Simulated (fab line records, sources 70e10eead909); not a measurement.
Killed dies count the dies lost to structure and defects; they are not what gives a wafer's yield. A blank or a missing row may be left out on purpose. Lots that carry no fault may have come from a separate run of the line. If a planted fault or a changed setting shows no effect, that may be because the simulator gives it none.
Which tool is to blame?    flow nandHarc    12 lots with 36 wafers sampled at 6 steps, on a route of 1302 steps

WHAT EACH GAUGE READ, for each wafer
NHARC_P_GATE_OVL_MEAS_27.
lot   measured      on          overlayXNm (nm)  overlayYNm (nm)
L712  day 5 17:21   overlay-02  -1.9 -1.8 -0.8   -0.7 -0.3 -0.3
L711  day 5 17:38   overlay-01  0.6 0.6 0.1      0.5 0.6 0.9
L717  day 7 18:17   overlay-01  0.5 0.6 0.4      0.5 0.3 0.4
L716  day 7 18:26   overlay-02  -0.4 -0.2 -0.7   0.2 0.2 0.1
L718  day 8 16:34   overlay-01  -1.2 -0.5 -0.6   -1.7 -1.0 -1.2
L719  day 8 17:55   overlay-01  -0.9 -1.3 -1.3   0.3 0.0 -0.1
L722  day 10 00:01  overlay-01  0.8 0.8 0.9      0.6 -0.1 0.8
L729  day 12 22:25  overlay-02  0.5 0.5 0.0      1.3 1.6 0.8
L730  day 13 12:19  overlay-01  -0.7 -0.9 -0.7   2.3 2.4 2.4
L731  day 13 23:00  overlay-01  -1.2 -0.8 -0.9   0.8 0.2 0.5
L732  day 14 08:13  overlay-02  -0.6 -0.2 -0.4   0.0 0.0 -0.2
L733  day 14 14:34  overlay-01  0.1 -0.1 -0.7    -0.9 -0.2 -0.5

NHARC_P_GATE_CD_MEAS_46: target cd 720 nm.
lot   measured      on        cdNm (nm)
L712  day 6 05:08   cdSem-02  716.9 715.7 718.7
L711  day 6 05:34   cdSem-02  718.8 718.4 721.2
L717  day 8 06:11   cdSem-02  720.7 719.2 716.5
L716  day 8 06:43   cdSem-01  715.7 715.9 715.0
L718  day 9 04:23   cdSem-02  694.1 698.5 696.1 694.0 698.0 696.4
L719  day 9 05:48   cdSem-02  717.6 716.3 718.2
L722  day 10 11:56  cdSem-01  717.8 717.2 718.1
L729  day 13 12:22  cdSem-03  718.5 720.2 721.6
L730  day 14 00:17  cdSem-02  721.1 720.0 721.6
L731  day 14 10:56  cdSem-02  722.5 720.4 720.0
L732  day 14 19:58  cdSem-02  717.1 721.7 718.7
L733  day 15 02:20  cdSem-03  721.3 718.2 718.4

NHARC_END_SORT_01.
lot   measured      on         killedAtArray  killedAtOther  killedAtPeriphery  killedDies  killedOpen  killedShort
L712  day 24 12:17  prober-01  58 52 56       0 0 0          4 1 8              62 53 64    3 3 0       1 7 1
L711  day 25 00:14  prober-01  66 70 72       0 1 0          2 3 2              68 74 74    2 2 1       1 3 2
L717  day 27 07:25  prober-01  47 62 57       1 1 1          5 1 5              53 64 63    3 0 1       0 0 3
L716  day 27 16:29  prober-02  47 46 51       0 3 4          5 6 7              52 55 62    3 2 4       1 2 3
L718  day 28 01:38  prober-01  58 51 58       2 4 1          1 3 4              61 58 63    2 4 6       1 2 1
L719  day 28 06:38  prober-02  57 51 54       2 4 1          8 14 4             67 69 59    9 7 6       5 3 2
L722  day 29 02:24  prober-01  48 38 41       1 0 0          1 5 1              50 43 42    3 6 4       5 1 1
L729  day 32 02:43  prober-02  38 38 43       0 0 0          0 6 1              38 44 44    3 3 6       2 6 6
L730  day 32 19:57  prober-01  58 50 57       0 1 1          7 6 5              65 57 63    2 6 5       1 1 0
L731  day 32 22:58  prober-02  44 50 56       1 2 2          3 1 4              48 53 62    3 4 5       6 6 5
L732  day 33 09:40  prober-02  75 61 66       0 0 0          3 4 3              78 65 69    1 3 3       3 4 2
L733  day 33 10:28  prober-01  56 66 59       0 0 0          4 8 3              60 74 62    4 3 5       2 1 2

WHAT TOOL EACH LOT RAN ON (gives the tool, then ch and the chambers of the sampled wafers, and finally the start)
lot   NHARC_P_GATE_HM_DEP_102       NHARC_P_GATE_HM_OPEN_105                      NHARC_P_GATE_EXPOSE_43
L712  aclDep-02 ch 0, day 5 16:02   rieDiel-09 ch 0,1,3, day 6 04:58 or earlier   krfScanner-02 ch 0, day 6 04:58
L711  aclDep-03 ch 0, day 5 16:13   rieDiel-04 ch 1,2, day 6 05:24 or earlier     krfScanner-04 ch 0, day 6 05:24
L717  aclDep-02 ch 0, day 7 16:51   rieDiel-12 ch 2,3, day 8 06:02 or earlier     krfScanner-02 ch 0, day 8 06:02
L716  aclDep-03 ch 0, day 7 16:53   rieDiel-09 ch 1,2,3, day 8 06:33 or earlier   krfScanner-02 ch 0, day 8 06:33
L718  aclDep-02 ch 0, day 8 15:22   rieDiel-12 ch 0,2,3, day 9 04:14 or earlier   krfScanner-04 ch 0, day 9 04:14
L719  aclDep-02 ch 0, day 8 16:37   rieDiel-09 ch 2,3, day 9 05:39 or earlier     krfScanner-01 ch 0, day 9 05:39
L722  aclDep-03 ch 0, day 9 22:54   rieDiel-09 ch 0,1,3, day 10 11:47 or earlier  krfScanner-01 ch 0, day 10 11:47
L729  aclDep-02 ch 0, day 12 21:19  rieDiel-04 ch 0,2,3, day 13 12:11 or earlier  krfScanner-04 ch 0, day 13 12:11
L730  aclDep-01 ch 0, day 13 11:05  rieDiel-09 ch 1,2, day 14 00:08 or earlier    krfScanner-04 ch 0, day 14 00:08
L731  aclDep-02 ch 0, day 13 21:34  rieDiel-09 ch 1,2,3, day 14 10:47 or earlier  krfScanner-04 ch 0, day 14 10:47
L732  aclDep-01 ch 0, day 14 06:53  rieDiel-12 ch 0,1,2, day 14 19:49 or earlier  krfScanner-04 ch 0, day 14 19:49
L733  aclDep-03 ch 0, day 14 13:20  rieDiel-12 ch 0,2,3, day 15 02:11 or earlier  krfScanner-04 ch 0, day 15 02:11
- NHARC_P_GATE_HM_DEP_102: deposits aC, target thk 120 nm.
- NHARC_P_GATE_HM_OPEN_105: chemistry O2/COS, target depth 360 nm.
- NHARC_P_GATE_EXPOSE_43: exposes mask P NSD, target cd 720 nm.

WHAT THE TOOLS THEMSELVES READ (means of the sampled wafers that have a number; where no wafer has one, the mark that the record gives instead)
NHARC_P_GATE_HM_DEP_102.
lot   tool       throttleValvePct (%)
L712  aclDep-02  34.995
L711  aclDep-03  35.000
L717  aclDep-02  34.997
L716  aclDep-03  34.995
L718  aclDep-02  35.003
L719  aclDep-02  35.006
L722  aclDep-03  34.997
L729  aclDep-02  34.998
L730  aclDep-01  34.998
L731  aclDep-02  34.992
L732  aclDep-01  34.996
L733  aclDep-03  35.000

NHARC_P_GATE_HM_OPEN_105.
lot   tool        drypumpMotorCurrentA (A)  oesProductAu (a.u.)  rfVppV (V)  showerheadPlenumPTorr (Torr)  throttleValvePct (%)
L712  rieDiel-09  5.2                       0.992                465.7       3.04                          28.334
L711  rieDiel-04  5.8                       0.997                467.0       3.13                          28.337
L717  rieDiel-12  6.2                       1.004                463.4       2.98                          28.330
L716  rieDiel-09  5.7                       0.992                466.7       3.12                          28.334
L718  rieDiel-12  6.4                       0.997                466.1       3.07                          28.325
L719  rieDiel-09  6.0                       1.002                467.0       3.14                          28.325
L722  rieDiel-09  5.2                       0.997                464.9       3.04                          28.331
L729  rieDiel-04  6.0                       0.995                468.3       3.14                          28.331
L730  rieDiel-09  5.7                       0.999                467.8       3.14                          28.332
L731  rieDiel-09  5.7                       0.990                466.3       3.12                          28.340
L732  rieDiel-12  6.0                       1.005                465.8       3.06                          28.338
L733  rieDiel-12  6.4                       0.990                466.1       3.06                          28.332

NHARC_P_GATE_EXPOSE_43.
lot   tool           focusOffsetNm (nm)  stageVelMmS (mm/s)
L712  krfScanner-02  0.7                 499.61
L711  krfScanner-04  -0.6                500.25
L717  krfScanner-02  0.6                 499.84
L716  krfScanner-02  -0.2                499.76
L718  krfScanner-04  0.0                 499.79
L719  krfScanner-01  0.4                 500.12
L722  krfScanner-01  0.1                 499.99
L729  krfScanner-04  -0.3                499.69
L730  krfScanner-04  0.5                 500.11
L731  krfScanner-04  0.5                 500.52
L732  krfScanner-04  0.0                 500.26
L733  krfScanner-04  0.2                 500.14

THE ANSWER, worked out from the rows above alone
Rule: the lots themselves supply what counts as usual. Put in order of their means at a reading, lots are off if they are a third of the lots or fewer, leave a main group of 4 or more, and stand apart from it by a gap of 3 or more times the standard deviation of the main group's means; of several such gaps the widest counts. The tables above print the reading to a certain number of digits; a main group whose means all agree to those digits is not used. A lot without any number at a reading at which 4 lots or more have one is off too. Any other lot the step has rows for is counted as sound. The gauges are gone through in route order, then the tools' own readings, and for those a lot's mean is taken as printed above. At the first step where some lot is off, the reading lying furthest off is the one used; lots without a number count as furthest.
Off, at NHARC_P_GATE_CD_MEAS_46 on cdNm: L718. The main group: mean 718.8 nm, standard deviation 1.6.
If a tool, at a process step before that reading, ran all the lots that are off and no sound lot after the first of them, it fits. Gauges at NHARC_P_GATE_CD_MEAS_46: tried the same way as those tools. With no start given for some of its lots, NHARC_P_GATE_HM_OPEN_105 uses the hours and lot order of NHARC_P_GATE_EXPOSE_43. Of those tried, none fits.

WHAT THE SIMULATOR PUT IN
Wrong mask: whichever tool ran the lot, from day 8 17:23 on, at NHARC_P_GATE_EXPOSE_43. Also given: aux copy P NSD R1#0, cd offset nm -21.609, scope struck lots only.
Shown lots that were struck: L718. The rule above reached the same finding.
